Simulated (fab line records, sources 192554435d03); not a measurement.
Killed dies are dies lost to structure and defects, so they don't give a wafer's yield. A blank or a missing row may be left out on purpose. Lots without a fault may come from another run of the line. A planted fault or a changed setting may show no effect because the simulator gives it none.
fab line records | flow n5_finfet
record lots=7 wafers=21
route steps=1938 shown BEOL_M9@1419 BEOL_M10@1477 BEOL_M11@1539 BEOL_M12@1602
start_h: hours from the record's first day to the start of the lot's first wafer shown | wait_h: hours since the lot's step before | " the same as in the row above | L1.1+2: a row that stands for several wafers | - no value, or no start given | * or withheld: withheld | < > ~ a bound
route shown NAME@n: a module of which the file shows steps, and the number in the route of the first | usual: mean/standard deviation of fault-free wafers | same: alike in all rows | chamber/n: place in a boat | sites: the reading at each site | _std_site: their standard deviation | _edge_site: outer sites' mean less inner sites' | radius_mm: how far each site lies from the wafer's centre | mask NAME#n: copy n | behind: the tool/chamber that last shaped the wafer | hold: why the lot was held/for how many hours/how that ended | device: the transistor (n, p or np) that didn't switch | end of line: the same wafers' tests at the end of the route | a step without rows: its recipe alone | killed: dies lost to structure and defects at the first sort, not the wafer's yield | map: a wafer's dies, x killed, . not, _ none there
set.NAME: the setting as run; set.NAME@STEP: as run at that earlier step | model.NAME: the simulator's own value behind a step, which no gauge read
lots whose settings were changed on purpose; a table a step, a row a wafer
## steps
# step N5_BEOL_M9_ETCH_62
# recipe chemistry=N2/H2 target=SOC target_depth_a=1100 overetch_a=220 mask_material=SiARC temp_c=40 time_s=165 ion_energy_ev=200 pressure_mtorr=30 source_w=840 bias_w=150 n2_flow_sccm=200 h2_flow_sccm=200
# columns lot.wafer tool chamber start_h wait_h set.time_s
L074.3+4 rie_diel-02 0,1 220.83 0.0 165
L074.5 " 2 " " 182.2
L076.1 rie_diel-06 0 234.06 0.0 165
L076.4+6 " 2,0 " " 155.7
L080.2+5 rie_diel-02 3 250.38 0.0 165
L080.6 " 2 " " 200.5
L081.3+6 rie_diel-03 3,0 259.56 0.0 165
L081.4 " 0 " " 177.2
L088.1+2+5 rie_diel-03 2,0,3 305.49 0.0 165
L090.1+4+6 rie_diel-06 0,0,2 311.11 0.0 165
L097.1+2+5 rie_diel-02 2,0,3 369.46 0.0 165
# step N5_BEOL_M9_STRIP_68
# recipe chemistry=N2/H2 temp_c=40 n2_flow_sccm=200 h2_flow_sccm=200 rf_frequency_hz=6e+07
# step N5_BEOL_M9_STRIP_67
# recipe chemistry=CF4 resist=SiARC power_w=300 bias_power_w=75 pressure_mtorr=50 cf4_flow_sccm=150 rf_frequency_hz=6e+07
# step N5_BEOL_M9_HM_OPEN_17
# recipe chemistry=Cl2/BCl3 target_depth_a=200 overetch_a=60 target=TiN mask_material=SOC ion_energy_ev=150 pressure_mtorr=10 icp_w=1000 bias_w=126 Cl2_flow_sccm=53.25 bcl3_flow_sccm=21.75 Ar_flow_sccm=25
# columns lot.wafer tool chamber start_h wait_h set.time_s@BEOL_M9_ETCH_62 model.etch.depth_nm
L074.3 rie_metal-01 1 221.04 0.1 165 20.12
L074.4 " 0 " " 165 20.09
L074.5 " 1 " " 182.2 18.55
L076.1 rie_metal-03 1 234.25 0.0 165 20.38
L076.4 " 1 " " 155.7 20.03
L076.6 " 0 " " 155.7 19.97
L080.2 rie_metal-03 0 250.57 0.0 165 20.55
L080.5 " 1 " " 165 20.34
L080.6 " 0 " " 200.5 16.71
L081.3 rie_metal-01 1 259.81 0.1 165 20.42
L081.4 " 1 " " 177.2 19.43
L081.6 " 1 " " 165 20.53
L088.1 rie_metal-03 0 305.74 0.1 165 20.63
L088.2 " 1 " " 165 20.32
L088.5 " 1 " " 165 19.95
L090.1 rie_metal-03 0 311.29 0.0 165 20.01
L090.4 " 1 " " 165 19.8
L090.6 " 0 " " 165 19.69
L097.1 rie_metal-03 0 369.65 0.0 165 19.59
L097.2 " 1 " " 165 20.12
L097.5 " 0 " " 165 19.65
# step N5_BEOL_M9_COAT_22
# recipe resist=CAR-EUV spin_rpm=1500 resist_thk_nm=30
# columns lot.wafer tool chamber start_h wait_h set.spin_rpm model.CAR-EUV_of_BEOL_M9_COAT_22.thk_nm
L074.3+4 litho_track-04 0 - - 1595 29.2
L074.5 " 0 " " 1500 30.2
L076.1+4+6 litho_track-05 0 - - 1500 30
L080.2+6 litho_track-04 0 - - 1500 30
L080.5 " 0 " " 1500 30.2
L081.3 litho_track-04 0 - - 1424 31
L081.4 " 0 " " 1424 30.8
L081.6 " 0 " " 1500 30
L088.1+2+5 litho_track-04 0 - - 1500 30
L090.1+6 litho_track-05 0 - - 1626 28.8
L090.4 " 0 " " 1500 30
L097.1+5 litho_track-05 0 - - 1335 31.8
L097.2 " 0 " " 1500 30
# step N5_BEOL_M9_EBR_24
# recipe solvent=PGMEA ebr_width_mm=1.5
# step N5_BEOL_M9_SOFTBAKE_23
# recipe temp_c=110 time_s=60 resist=CAR-EUV
# step N5_BEOL_M9_EXPOSE_25
# recipe mask_id=V8 na=0.33 source_shape=annular sigma_inner=0.4 sigma_outer=0.8 polarization=unpolarized dose_mj=37.25
# step N5_BEOL_M9_PEB_26
# recipe peb_temp_c=100 peb_time_s=60 resist=CAR-EUV
# step N5_BEOL_M9_DEVELOP_27
# recipe develop_time_s=30 developer=TMAH resist=CAR-EUV rinse_liquid=surfactant_rinse dry=air_spin dev_temp_c=23
# columns lot.wafer tool chamber start_h wait_h set.spin_rpm@BEOL_M9_COAT_22 model.CAR-EUV_of_BEOL_M9_COAT_22.thk_nm
L074.3 litho_track-04 0 - - 1595 28.6
L074.4 " 0 " " 1595 28.8
L074.5 " 0 " " 1500 29.6
L076.1+4+6 litho_track-05 0 - - 1500 29.4
L080.2+6 litho_track-05 0 - - 1500 29.6
L080.5 " 0 " " 1500 29.8
L081.3+4 litho_track-04 0 - - 1424 30.4
L081.6 " 0 " " 1500 29.6
L088.1+2+5 litho_track-05 0 - - 1500 29.4
L090.1+6 litho_track-03 0 - - 1626 28.4
L090.4 " 0 " " 1500 29.6
L097.1 litho_track-03 0 - - 1335 31.4
L097.2 " 0 " " 1500 29.6
L097.5 " 0 " " 1335 31.2
# step N5_BEOL_M9_DESCUM_33
# recipe chemistry=O2 time_s=7 source_power_w=50 bias_power_w=20 pressure_mtorr=20 rf_frequency_hz=2.712e+07 temp_c=40 resist=CAR-EUV o2_flow_sccm=225
# step N5_BEOL_M9_ETCH_76
# recipe chemistry=N2/H2 target=underlayer target_depth_a=65 mask_material=CAR-EUV time_s=5.2 ion_energy_ev=200 pressure_mtorr=30 source_w=840 bias_w=150 n2_flow_sccm=200 h2_flow_sccm=200 ends=cleared
# columns lot.wafer tool chamber start_h wait_h set.spin_rpm@BEOL_M9_COAT_22 model.CAR-EUV_of_BEOL_M9_COAT_22.thk_nm
L074.3 rie_diel-06 0 222.39 0.0 1595 19.4
L074.4 " 0 " " 1595 19.6
L074.5 " 2 " " 1500 20.4
L076.1+4+6 rie_diel-06 3,3,0 235.12 0.0 1500 20.2
L080.2+5+6 rie_diel-03 2,3,0 252.03 0.0 1500 20.4
L081.3+4 rie_diel-02 0 261.52 0.0 1424 21.2
L081.6 " 2 " " 1500 20.4
L088.1+2+5 rie_diel-02 3,0,3 307.06 0.0 1500 20.2
L090.1+6 rie_diel-06 2,0 314.63 0.0 1626 19.2
L090.4 " 2 " " 1500 20.4
L097.1+5 rie_diel-06 3 371.80 0.0 1335 22
L097.2 " 2 " " 1500 20.4
# step N5_BEOL_M9_DEP_56
# recipe material=SiCN target_thk_a=150 temp_c=withheld precursor=3MS/NH3 pressure_torr=3 rf_w=202 time_s=26.5
# columns lot.wafer tool chamber start_h wait_h set.time_s model.SiCN_of_BEOL_M9_DEP_56.thk_nm
L074.3 pecvd-03 1 226.68 0.0 26.5 14.8
L074.4 " 0 " " 23.16 13.2
L074.5 " 2 " " 23.16 13.4
L076.1 pecvd-04 1 238.37 0.0 26.5 15
L076.4 " 0 " " 26.5 15.4
L076.6 " 2 " " 26.5 15.2
L080.2 pecvd-02 1 255.03 0.0 26.5 14.8
L080.5+6 " 2,1 " " 26.5 15.2
L081.3+4 pecvd-04 0,2 265.01 0.0 25.15 14
L081.6 " 0 " " 26.5 15
L088.1 pecvd-02 1 310.01 0.0 26.5 15
L088.2 " 0 " " 26.5 15.2
L088.5 " 1 " " 26.5 15.4
L090.1 pecvd-03 0 318.17 0.0 26.5 15
L090.4 " 0 " " 29.69 17
L090.6 " 1 " " 26.5 15.2
L097.1 pecvd-04 2 374.88 0.0 22.99 13
L097.2 " 0 " " 26.5 14.8
L097.5 " 0 " " 22.99 13.2
# step N5_BEOL_M10_COAT_05
# recipe resist=CAR-ArF spin_rpm=1500 resist_thk_nm=90
# columns lot.wafer tool chamber start_h wait_h set.spin_rpm model.CAR-ArF_of_BEOL_M10_COAT_05.thk_nm
L074.3+4+5 litho_track-03 0 - - 1500 90
L076.1 litho_track-03 0 - - 1561 88
L076.4 " 0 " " 1500 89.8
L076.6 " 0 " " 1500 89.6
L080.2 litho_track-02 0 - - 1500 90
L080.5 " 0 " " 1500 89.8
L080.6 " 0 " " 1500 90.2
L081.3+6 litho_track-01 0 - - 1500 90
L081.4 " 0 " " 1500 90.2
L088.1 litho_track-03 0 - - 1500 90.4
L088.2 " 0 " " 1500 90.6
L088.5 " 0 " " 1500 90.2
L090.1 litho_track-02 0 - - 1500 89.8
L090.4 " 0 " " 1345 94.8
L090.6 " 0 " " 1345 95
L097.1+2 litho_track-03 0 - - 1593 87.6
L097.5 " 0 " " 1500 90.4
# step N5_BEOL_M10_EBR_07
# recipe solvent=PGMEA ebr_width_mm=1.5
# step N5_BEOL_M10_SOFTBAKE_06
# recipe temp_c=110 time_s=60 resist=CAR-ArF
# step N5_BEOL_M10_DESCUM_16
# recipe chemistry=O2 time_s=7.9 source_power_w=50 bias_power_w=20 pressure_mtorr=20 rf_frequency_hz=2.712e+07 temp_c=40 resist=CAR-ArF o2_flow_sccm=225
# columns lot.wafer tool chamber start_h wait_h set.spin_rpm@BEOL_M10_COAT_05 model.CAR-ArF_of_BEOL_M10_COAT_05.thk_nm
L074.3+4+5 rie_diel-04 0,2,3 228.38 0.0 1500 83.6
L076.1 rie_diel-05 3 240.09 0.0 1561 81.6
L076.4 " 0 " " 1500 83.2
L076.6 " 3 " " 1500 83
L080.2 rie_diel-05 3 257.64 0.0 1500 83.6
L080.5 " 1 " " 1500 83.4
L080.6 " 2 " " 1500 83.8
L081.3+6 rie_diel-01 3,0 269.20 0.0 1500 83.4
L081.4 " 0 " " 1500 83.6
L088.1 rie_diel-01 3 311.97 0.0 1500 84
L088.2 " 2 " " 1500 84.2
L088.5 " 1 " " 1500 83.8
L090.1 rie_diel-05 3 321.65 0.1 1500 83.2
L090.4 " 3 " " 1345 88.2
L090.6 " 0 " " 1345 88.4
L097.1+2 rie_diel-01 1,2 377.76 0.8 1593 81.2
L097.5 " 0 " " 1500 84
# step N5_BEOL_M11_PECVD_70
# recipe material=SiO2 target_thk_a=200 temp_c=400 precursor=TEOS/O2 pressure_torr=5.5 rf_w=450 teos_flow_sccm=53.8 gas=O2 flow_sccm=3000 time_s=22.7
# columns lot.wafer tool chamber start_h wait_h set.temp_c model.SiO2_of_BEOL_M11_PECVD_70.thk_nm
L074.3 pecvd-01 2 232.99 0.0 400 19.6
L074.4 " 0 " " 414.9 18.2
L074.5 " 1 " " 400 20.4
L076.1 pecvd-01 0 247.05 0.0 400 19.8
L076.4 " 1 " " 408.3 19
L076.6 " 0 " " 408.3 18.8
L080.2+5 pecvd-03 2,1 266.48 0.0 400 20.4
L080.6 " 0 " " 400 20
L081.3 pecvd-03 0 276.71 0.0 400 19.4
L081.4 " 2 " " 400 20
L081.6 " 1 " " 400 20.2
L088.1 pecvd-01 2 318.35 0.0 400 19.8
L088.2 " 0 " " 400 20
L088.5 " 2 " " 400 20.4
L090.1+4 pecvd-01 0 328.60 0.0 413.5 18.2
L090.6 " 2 " " 400 20.2
L097.1 pecvd-01 2 384.19 0.0 400 19.8
L097.2 " 1 " " 386.9 22
L097.5 " 2 " " 400 20
# step N5_BEOL_M11_COAT_59
# recipe resist=SOC temp_c=250 time_s=60 spin_rpm=1500 resist_thk_nm=100
# columns lot.wafer tool chamber start_h wait_h set.spin_rpm model.SOC_of_BEOL_M11_COAT_59.thk_nm
L074.3 litho_track-01 0 233.62 0.1 1500 100
L074.4+5 " 0 " " 1500 99.6
L076.1 litho_track-04 0 248.36 0.1 1500 100
L076.4 " 0 " " 1500 100.2
L076.6 " 0 " " 1640 95.6
L080.2+5+6 litho_track-01 0 268.85 0.1 1500 99.6
L081.3 litho_track-05 0 277.57 0.1 1500 99.8
L081.4 " 0 " " 1343 105.8
L081.6 " 0 " " 1343 105.6
L088.1+5 litho_track-05 0 318.77 0.1 1500 99.8
L088.2 " 0 " " 1500 99.6
L090.1 litho_track-04 0 331.35 0.1 1653 95.8
L090.4 " 0 " " 1653 95.6
L090.6 " 0 " " 1500 100.6
L097.1+2 litho_track-01 0 385.32 0.1 1500 100.2
L097.5 " 0 " " 1424 102.8
# step N5_BEOL_M11_COAT_60
# recipe resist=SiARC temp_c=220 time_s=60 spin_rpm=1500 resist_thk_nm=30
# step N5_BEOL_M11_COAT_05
# recipe resist=CAR-ArF spin_rpm=1500 resist_thk_nm=90
# step N5_BEOL_M11_DESCUM_16
# recipe chemistry=O2 time_s=7.9 source_power_w=50 bias_power_w=20 pressure_mtorr=20 rf_frequency_hz=2.712e+07 temp_c=40 resist=CAR-ArF o2_flow_sccm=225
# step N5_BEOL_M11_ETCH_61
# recipe chemistry=CF4 target=SiARC target_depth_a=390 mask_material=CAR-ArF time_s=65 ion_energy_ev=80 pressure_mtorr=40 source_w=545 bias_w=36 Ar_flow_sccm=100 cf4_flow_sccm=100 ends=cleared
# step N5_BEOL_M11_ETCH_62
# recipe chemistry=N2/H2 target=SOC target_depth_a=1100 overetch_a=220 mask_material=SiARC temp_c=40 time_s=165 ion_energy_ev=200 pressure_mtorr=30 source_w=840 bias_w=150 n2_flow_sccm=200 h2_flow_sccm=200
# columns lot.wafer tool chamber start_h wait_h set.spin_rpm@BEOL_M11_COAT_59 model.etch.depth_nm
L074.3 rie_diel-03 0 234.04 0.0 1500 99.95
L074.4 " 0 " " 1500 99.62
L074.5 " 3 " " 1500 99.61
L076.1 rie_diel-02 1 248.99 0.0 1500 99.96
L076.4 " 2 " " 1500 100.2
L076.6 " 1 " " 1640 95.55
L080.2 rie_diel-02 2 269.29 0.0 1500 99.56
L080.5 " 1 " " 1500 99.66
L080.6 " 0 " " 1500 99.53
L081.3 rie_diel-03 1 277.99 0.0 1500 99.86
L081.4 " 3 " " 1343 105.7
L081.6 " 2 " " 1343 105.6
L088.1 rie_diel-03 2 319.19 0.0 1500 99.8
L088.2 " 0 " " 1500 99.62
L088.5 " 2 " " 1500 99.88
L090.1 rie_diel-06 2 331.89 0.0 1653 95.84
L090.4 " 3 " " 1653 95.52
L090.6 " 3 " " 1500 100.7
L097.1 rie_diel-06 1 385.86 0.0 1500 100.1
L097.2 " 3 " " 1500 100.2
L097.5 " 2 " " 1424 102.8
# step N5_BEOL_M11_STRIP_68
# recipe chemistry=N2/H2 temp_c=40 n2_flow_sccm=200 h2_flow_sccm=200 rf_frequency_hz=6e+07
# step N5_BEOL_M11_STRIP_67
# recipe chemistry=CF4 resist=SiARC power_w=300 bias_power_w=75 pressure_mtorr=50 cf4_flow_sccm=150 rf_frequency_hz=6e+07
# step N5_BEOL_M11_HM_OPEN_17
# recipe chemistry=Cl2/BCl3 target_depth_a=200 overetch_a=60 target=TiN mask_material=SOC ion_energy_ev=150 pressure_mtorr=10 icp_w=1000 bias_w=126 Cl2_flow_sccm=53.25 bcl3_flow_sccm=21.75 Ar_flow_sccm=25
# columns lot.wafer tool chamber start_h wait_h set.spin_rpm@BEOL_M11_COAT_59 model.SOC_of_BEOL_M11_COAT_59.thk_nm
L074.3 rie_metal-02 1 234.26 0.1 1500 91.8
L074.4 " 0 " " 1500 92
L074.5 " 1 " " 1500 91.4
L076.1 rie_metal-01 1 249.18 0.0 1500 92.2
L076.4 " 1 " " 1500 92.4
L076.6 " 1 " " 1640 87.6
L080.2 rie_metal-02 0 269.48 0.0 1500 92
L080.5 " 1 " " 1500 91.4
L080.6 " 0 " " 1500 91.8
L081.3 rie_metal-03 0 278.20 0.1 1500 92
L081.4 " 1 " " 1343 97.8
L081.6 " 1 " " 1343 97.6
L088.1 rie_metal-03 0 319.38 0.0 1500 91.8
L088.2 " 1 " " 1500 91.6
L088.5 " 0 " " 1500 92
L090.1 rie_metal-03 1 332.08 0.0 1653 87.8
L090.4 " 0 " " 1653 87.6
L090.6 " 0 " " 1500 92.8
L097.1 rie_metal-01 1 386.05 0.0 1500 92.2
L097.2 " 0 " " 1500 92.6
L097.5 " 0 " " 1424 95
# step N5_BEOL_M11_STRIP_19
# recipe chemistry=O2 power_w=400 temp_c=40 pressure_mtorr=30 rf_frequency_hz=6e+07 bias_power_w=0 overash_fraction=0.2 o2_flow_sccm=225
# step N5_BEOL_M11_STRIP_77
# recipe chemistry=N2/H2 time_s=10 power_w=450 temp_c=40 pressure_mtorr=20 rf_frequency_hz=6e+07 bias_power_w=7 n2_flow_sccm=200 h2_flow_sccm=200
# step N5_BEOL_M11_HM_STRIP_39
# recipe chemistry=peroxide_tin_strip material=TiN target_depth_a=250 temp_c=50 time_s=158
# columns lot.wafer tool chamber start_h wait_h set.temp_c@BEOL_M11_PECVD_70 model.SiO2_of_BEOL_M11_PECVD_70.thk_nm
L074.3 wet_bench-06 7 236.23 0.0 400 19.6
L074.4 " 3 " " 414.9 18
L074.5 " 2 " " 400 20.2
L076.1 wet_bench-05 6 251.96 0.0 400 19.6
L076.4 " 2 " " 408.3 18.8
L076.6 " 3 " " 408.3 18.6
L080.2+5 wet_bench-06 7,0 274.16 0.0 400 20.2
L080.6 " 2 " " 400 19.8
L081.3 wet_bench-06 0 279.68 0.0 400 19.2
L081.4 " 2 " " 400 19.8
L081.6 " 6 " " 400 20
L088.1 wet_bench-05 0 321.27 0.0 400 19.6
L088.2 " 7 " " 400 19.8
L088.5 " 2 " " 400 20.2
L090.1+4 wet_bench-05 2,4 335.34 0.0 413.5 18
L090.6 " 7 " " 400 20
L097.1 wet_bench-02 2 390.41 0.0 400 19.8
L097.2 " 7 " " 386.9 21.8
L097.5 " 1 " " 400 20
# step N5_BEOL_M12_ILD_DEP_00
# recipe material=SiOC target_thk_a=6589.2 temp_c=350 precursor=DEMS/O2 pressure_torr=5 rf_w=500 time_s=130.7
# columns lot.wafer tool chamber start_h wait_h set.time_s model.SiOC_of_BEOL_M12_ILD_DEP_00.thk_nm
L074.3 pecvd-01 0 240.49 0.0 112.3 551.8
L074.4 " 1 " " 130.7 659.8
L074.5 " 2 " " 112.3 569.4
L076.1 pecvd-04 2 254.35 0.0 136.4 679.6
L076.4 " 2 " " 130.7 656.6
L076.6 " 1 " " 136.4 688.8
L080.2 pecvd-01 0 277.04 0.0 130.7 654
L080.5 " 0 " " 130.7 667.2
L080.6 " 2 " " 130.7 662.4
L081.3 pecvd-02 1 282.37 0.0 130.7 659.4
L081.4 " 0 " " 114.5 588
L081.6 " 1 " " 114.5 582.2
L088.1 pecvd-02 2 323.76 0.0 130.7 655.6
L088.2 " 0 " " 130.7 659.2
L088.5 " 1 " " 130.7 669.2
L090.1 pecvd-01 0 338.74 0.0 130.7 653.6
L090.4 " 1 " " 116.7 591.2
L090.6 " 0 " " 116.7 589.2
L097.1 pecvd-04 2 392.71 0.0 117.3 573.8
L097.2 " 0 " " 117.3 585.8
L097.5 " 0 " " 130.7 667.2
# step N5_BEOL_M12_THK_MEAS_01
# recipe reads=SiOC_of_BEOL_M12_ILD_DEP_00
# usual M12_ILD_THK=660/8
# columns lot.wafer tool chamber start_h wait_h set.time_s@BEOL_M12_ILD_DEP_00 M12_ILD_THK[nm]
L074.3 film_metro-02 - 240.62 0.1 112.3 551
L074.4 " - " " 130.7 660
L074.5 " - " " 112.3 569
L076.1 film_metro-02 - 254.48 0.1 136.4 680
L076.4 " - " " 130.7 656
L076.6 " - " " 136.4 689
L080.2 film_metro-01 - 277.17 0.1 130.7 654
L080.5 " - " " 130.7 667
L080.6 " - " " 130.7 662
L081.3 film_metro-02 - 282.50 0.1 130.7 660
L081.4 " - " " 114.5 588
L081.6 " - " " 114.5 582
L088.1 film_metro-01 - 323.89 0.1 130.7 655
L088.2 " - " " 130.7 659
L088.5 " - " " 130.7 669
L090.1 film_metro-02 - 338.87 0.1 130.7 654
L090.4 " - " " 116.7 591
L090.6 " - " " 116.7 589
L097.1 film_metro-02 - 392.89 0.1 117.3 574
L097.2 " - " " 117.3 586
L097.5 " - " " 130.7 667
## key
split step=N5_BEOL_M9_ETCH_62 setting=time_s stated=165 by=wafer
response step=N5_BEOL_M9_HM_OPEN_17 reading=model.etch.depth_nm change=-0.155 per=1% r=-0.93
split step=N5_BEOL_M9_COAT_22 setting=spin_rpm stated=1500 by=wafer
response step=N5_BEOL_M9_COAT_22 reading=model.CAR-EUV_of_BEOL_M9_COAT_22.thk_nm change=-0.158 per=1% r=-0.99
response step=N5_BEOL_M9_DEVELOP_27 reading=model.CAR-EUV_of_BEOL_M9_COAT_22.thk_nm change=-0.15 per=1% r=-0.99
response step=N5_BEOL_M9_ETCH_76 reading=model.CAR-EUV_of_BEOL_M9_COAT_22.thk_nm change=-0.145 per=1% r=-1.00
split step=N5_BEOL_M9_DEP_56 setting=time_s stated=26.5 by=wafer
response step=N5_BEOL_M9_DEP_56 reading=model.SiCN_of_BEOL_M9_DEP_56.thk_nm change=+0.137 per=1% r=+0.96
split step=N5_BEOL_M10_COAT_05 setting=spin_rpm stated=1500 by=wafer
response step=N5_BEOL_M10_COAT_05 reading=model.CAR-ArF_of_BEOL_M10_COAT_05.thk_nm change=-0.476 per=1% r=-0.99
response step=N5_BEOL_M10_DESCUM_16 reading=model.CAR-ArF_of_BEOL_M10_COAT_05.thk_nm change=-0.471 per=1% r=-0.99
split step=N5_BEOL_M11_PECVD_70 setting=temp_c stated=400 by=wafer
response step=N5_BEOL_M11_PECVD_70 reading=model.SiO2_of_BEOL_M11_PECVD_70.thk_nm change=-0.551 per=1% r=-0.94
response step=N5_BEOL_M11_HM_STRIP_39 reading=model.SiO2_of_BEOL_M11_PECVD_70.thk_nm change=-0.544 per=1% r=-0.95
split step=N5_BEOL_M11_COAT_59 setting=spin_rpm stated=1500 by=wafer
response step=N5_BEOL_M11_COAT_59 reading=model.SOC_of_BEOL_M11_COAT_59.thk_nm change=-0.511 per=1% r=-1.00
response step=N5_BEOL_M11_ETCH_62 reading=model.etch.depth_nm change=-0.512 per=1% r=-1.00
response step=N5_BEOL_M11_HM_OPEN_17 reading=model.SOC_of_BEOL_M11_COAT_59.thk_nm change=-0.517 per=1% r=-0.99
split step=N5_BEOL_M12_ILD_DEP_00 setting=time_s stated=130.7 by=wafer
response step=N5_BEOL_M12_ILD_DEP_00 reading=model.SiOC_of_BEOL_M12_ILD_DEP_00.thk_nm change=+6.79 per=1% r=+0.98
response step=N5_BEOL_M12_THK_MEAS_01 reading=M12_ILD_THK change=+6.81 per=1% r=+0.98
